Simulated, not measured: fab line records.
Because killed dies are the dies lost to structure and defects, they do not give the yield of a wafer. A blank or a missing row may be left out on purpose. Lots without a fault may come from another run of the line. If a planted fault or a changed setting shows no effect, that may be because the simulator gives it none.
Split-lot trial || flow n5_finfet || 21 wafers read across 7 lots, on a route 1938 steps long

## THE SPLIT ITSELF
At N5_BEOL_M8_DESCUM_33 (chemistry O2, time 7 s), the setting time_s was moved away from the recipe's 7 s on 6 of the 21 wafers read, by -10.2% to +18.1%. For the rest of the wafers, this setting stayed at what the recipe calls for.

## THE PATH FROM SPLIT TO READING: the file shows 1 step between them
- N5_BEOL_M8_ETCH_72: etches underlayer in N2/H2, target depth 6.5 nm, time 5.2 s

## THE READING
CAR-EUV_of_BEOL_M8_COAT_22.thk_nm (the simulator's own value, which no gauge read), in nm, at N5_BEOL_M8_ETCH_65 (etches SiARC in CF4, target depth 15.6 nm, time 26 s). There is no usual value for it anywhere in the file. The 15 wafers here that ran the recipe average 11.1 nm, standard deviation 0.14 nm.

{"wafer": "L079.2", "tool, chamber at the split": "rie_diel-01, 0,2", "time_s as run, s": 7, "against the recipe": "recipe", "CAR-EUV_of_BEOL_M8_COAT_22.thk_nm, nm": 11, "against lot-mates on the recipe": "-"}
{"wafer": "L079.5", "tool, chamber at the split": "rie_diel-01, 0,2", "time_s as run, s": 7, "against the recipe": "recipe", "CAR-EUV_of_BEOL_M8_COAT_22.thk_nm, nm": 11, "against lot-mates on the recipe": "-"}
{"wafer": "L079.6", "tool, chamber at the split": "rie_diel-01, 3", "time_s as run, s": 7, "against the recipe": "recipe", "CAR-EUV_of_BEOL_M8_COAT_22.thk_nm, nm": 11, "against lot-mates on the recipe": "-"}
{"wafer": "L078.1", "tool, chamber at the split": "rie_diel-01, 1", "time_s as run, s": 7, "against the recipe": "recipe", "CAR-EUV_of_BEOL_M8_COAT_22.thk_nm, nm": 11, "against lot-mates on the recipe": "-"}
{"wafer": "L078.5", "tool, chamber at the split": "rie_diel-01, 1", "time_s as run, s": 7, "against the recipe": "recipe", "CAR-EUV_of_BEOL_M8_COAT_22.thk_nm, nm": 11, "against lot-mates on the recipe": "-"}
{"wafer": "L078.3", "tool, chamber at the split": "rie_diel-01, 0", "time_s as run, s": 7, "against the recipe": "recipe", "CAR-EUV_of_BEOL_M8_COAT_22.thk_nm, nm": 11.2, "against lot-mates on the recipe": "-"}
{"wafer": "L081.3", "tool, chamber at the split": "rie_diel-01, 0,3", "time_s as run, s": 7, "against the recipe": "recipe", "CAR-EUV_of_BEOL_M8_COAT_22.thk_nm, nm": 11, "against lot-mates on the recipe": "-"}
{"wafer": "L081.6", "tool, chamber at the split": "rie_diel-01, 0,3", "time_s as run, s": 7, "against the recipe": "recipe", "CAR-EUV_of_BEOL_M8_COAT_22.thk_nm, nm": 11, "against lot-mates on the recipe": "-"}
{"wafer": "L081.4", "tool, chamber at the split": "rie_diel-01, 3", "time_s as run, s": 8.078, "against the recipe": "+15.4%", "CAR-EUV_of_BEOL_M8_COAT_22.thk_nm, nm": 10.6, "against lot-mates on the recipe": -0.4}
{"wafer": "L083.1", "tool, chamber at the split": "rie_diel-06, 1", "time_s as run, s": 7.78, "against the recipe": "+11.1%", "CAR-EUV_of_BEOL_M8_COAT_22.thk_nm, nm": 10.6, "against lot-mates on the recipe": -0.2}
{"wafer": "L083.2", "tool, chamber at the split": "rie_diel-06, 2", "time_s as run, s": 7, "against the recipe": "recipe", "CAR-EUV_of_BEOL_M8_COAT_22.thk_nm, nm": 10.8, "against lot-mates on the recipe": "-"}
{"wafer": "L083.4", "tool, chamber at the split": "rie_diel-06, 1", "time_s as run, s": 7.78, "against the recipe": "+11.1%", "CAR-EUV_of_BEOL_M8_COAT_22.thk_nm, nm": 10.8, "against lot-mates on the recipe": "+0.0"}
{"wafer": "L086.2", "tool, chamber at the split": "rie_diel-03, 2", "time_s as run, s": 7, "against the recipe": "recipe", "CAR-EUV_of_BEOL_M8_COAT_22.thk_nm, nm": 11.2, "against lot-mates on the recipe": "-"}
{"wafer": "L086.4", "tool, chamber at the split": "rie_diel-03, 0", "time_s as run, s": 7, "against the recipe": "recipe", "CAR-EUV_of_BEOL_M8_COAT_22.thk_nm, nm": 11.2, "against lot-mates on the recipe": "-"}
{"wafer": "L086.6", "tool, chamber at the split": "rie_diel-03, 0", "time_s as run, s": 8.267, "against the recipe": "+18.1%", "CAR-EUV_of_BEOL_M8_COAT_22.thk_nm, nm": 10.6, "against lot-mates on the recipe": -0.6}
{"wafer": "L089.2", "tool, chamber at the split": "rie_diel-06, 1,0", "time_s as run, s": 7, "against the recipe": "recipe", "CAR-EUV_of_BEOL_M8_COAT_22.thk_nm, nm": 11.2, "against lot-mates on the recipe": "-"}
{"wafer": "L089.5", "tool, chamber at the split": "rie_diel-06, 2", "time_s as run, s": 7, "against the recipe": "recipe", "CAR-EUV_of_BEOL_M8_COAT_22.thk_nm, nm": 11.2, "against lot-mates on the recipe": "-"}
{"wafer": "L089.4", "tool, chamber at the split": "rie_diel-06, 1,0", "time_s as run, s": 7, "against the recipe": "recipe", "CAR-EUV_of_BEOL_M8_COAT_22.thk_nm, nm": 11.4, "against lot-mates on the recipe": "-"}
{"wafer": "L091.1", "tool, chamber at the split": "rie_diel-06, 3,1", "time_s as run, s": 6.286, "against the recipe": "-10.2%", "CAR-EUV_of_BEOL_M8_COAT_22.thk_nm, nm": 11.6, "against lot-mates on the recipe": "+0.4"}
{"wafer": "L091.4", "tool, chamber at the split": "rie_diel-06, 3,1", "time_s as run, s": 6.286, "against the recipe": "-10.2%", "CAR-EUV_of_BEOL_M8_COAT_22.thk_nm, nm": 11.6, "against lot-mates on the recipe": "+0.4"}
{"wafer": "L091.2", "tool, chamber at the split": "rie_diel-06, 0", "time_s as run, s": 7, "against the recipe": "recipe", "CAR-EUV_of_BEOL_M8_COAT_22.thk_nm, nm": 11.2, "against lot-mates on the recipe": "-"}
Rows listing several chambers each stand for several wafers; the file does not say which wafer went through which chamber.

THE FIT
A straight line over all 21 wafers: CAR-EUV_of_BEOL_M8_COAT_22.thk_nm changes by -0.0357 nm for each +1% of time_s; r = -0.87; the points scatter about the line by 0.14 nm.
The same after taking each lot's own level away (the mean of its wafers on the recipe; 21 wafers): -0.0278 nm for each +1%; r = -0.90; scatter 0.098 nm.
That fit puts the effect of the largest move of time_s on the reading at 0.5 nm.
The span of the lots' own levels, 10.80 to 11.27 nm, comes to 3.2 times the standard deviation stated above.
In other words, the slope is changed by the lot-to-lot level; the two fits disagree.
Check: -0.415 nm against its lot-mates is what the line predicts for one of the wafers moved furthest among these (+18.1%) when that wafer is left out of the fit. Against them it came out at -0.6 nm.

## ADDITIONAL SPLITS CARRIED BY THESE WAFERS
Before the reading, these wafers also passed through other splits. Each is held against what the fit with the lots' levels taken away leaves over:
{"other split on the same wafers": "N5_BEOL_M6_STRIP_19 temp_c", "wafers away from the commonest value": 5, "r with CAR-EUV_of_BEOL_M8_COAT_22.thk_nm (lot level and that fit taken away)": "+0.17"}
{"other split on the same wafers": "N5_BEOL_M7_HM_DEP_02 target_thk_a", "wafers away from the commonest value": 4, "r with CAR-EUV_of_BEOL_M8_COAT_22.thk_nm (lot level and that fit taken away)": "+0.10"}
{"other split on the same wafers": "N5_BEOL_M7_EXPOSE_08 dose_mj", "wafers away from the commonest value": 6, "r with CAR-EUV_of_BEOL_M8_COAT_22.thk_nm (lot level and that fit taken away)": -0.40}

## THE WHOLE CHAIN: every reading that the file lists as answering this split, in the file's order
{"step": "N5_BEOL_M8_DESCUM_33", "what it does": "chemistry O2, time 7 s", "reading": "CAR-EUV_of_BEOL_M8_COAT_22.thk_nm (the simulator's own value, which no gauge read)", "change (the file's fit)": "-0.031 nm for each +1% of the setting", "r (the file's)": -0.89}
{"step": "N5_BEOL_M8_ETCH_72", "what it does": "etches underlayer in N2/H2, target depth 6.5 nm, time 5.2 s", "reading": "CAR-EUV_of_BEOL_M8_COAT_22.thk_nm (the simulator's own value, which no gauge read)", "change (the file's fit)": "-0.0305 nm for each +1% of the setting", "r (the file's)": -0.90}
{"step": "N5_BEOL_M8_ETCH_65", "what it does": "etches SiARC in CF4, target depth 15.6 nm, time 26 s", "reading": "CAR-EUV_of_BEOL_M8_COAT_22.thk_nm (the simulator's own value, which no gauge read)", "change (the file's fit)": "-0.028 nm for each +1% of the setting", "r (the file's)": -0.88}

## FILE'S OWN FIT
CAR-EUV_of_BEOL_M8_COAT_22.thk_nm changes by -0.028 nm for each +1% of time_s, r = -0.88.
